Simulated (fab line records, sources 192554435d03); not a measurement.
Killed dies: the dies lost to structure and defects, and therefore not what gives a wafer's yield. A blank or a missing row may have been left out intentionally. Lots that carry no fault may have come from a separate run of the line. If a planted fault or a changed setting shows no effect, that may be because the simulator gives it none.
Matching of chambers / flow n5-finfet / N5_BEOL_M6_TRENCH_ETCH_37 on rie-diel-04 has 4 sister chambers
The step etches SiCOH lowk in C4F6/O2, target depth 94.435 nm, time 31.5 s. 4 wafers are shown with their chamber, then 6 later ones without.

WAFERS PAIRED WITH THEIR CHAMBERS
wafer=L106.2; chamber=3; drypump-motor-current-A (A)=5.1
wafer=L126.6; chamber=1; drypump-motor-current-A (A)=5.5
wafer=L128.4; chamber=0; drypump-motor-current-A (A)=6.1
wafer=L128.5; chamber=2; drypump-motor-current-A (A)=5.2

WAFERS WITHOUT THEIR CHAMBER
wafer=L123.1; drypump-motor-current-A (A)=5.1
wafer=L123.2; drypump-motor-current-A (A)=5.6
wafer=L123.5; drypump-motor-current-A (A)=5.6
wafer=L127.3; drypump-motor-current-A (A)=5.1
wafer=L127.4; drypump-motor-current-A (A)=5.6
wafer=L127.6; drypump-motor-current-A (A)=5.2

CHAMBER TAKEN BY EACH
wafer=L123.1; from the rows above=can't be placed: 3 or 2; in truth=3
wafer=L123.2; from the rows above=1; in truth=1
wafer=L123.5; from the rows above=1; in truth=1
wafer=L127.3; from the rows above=can't be placed: 3 or 2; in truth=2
wafer=L127.4; from the rows above=1; in truth=1
wafer=L127.6; from the rows above=can't be placed: 2 or 3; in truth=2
Placed correctly: 3 of 6. Can't be placed from these rows: 3 (the true chamber is among the candidates in 3). Number placed wrongly: 0.
How it was worked out, from the rows above alone: a wafer's distance from a chamber is the root of the sum, over the readings, of the square of ((its reading less the chamber's mean) divided by the reading's scatter). The wafer belongs to the nearest chamber; if the next one is less than 2 further off, it can't be placed. The mean given for a chamber averages the wafers shown for that chamber. The scatter (one wafer shown for each chamber): square how far every hidden wafer sits from the nearest shown wafer, average those squares and take the square root.
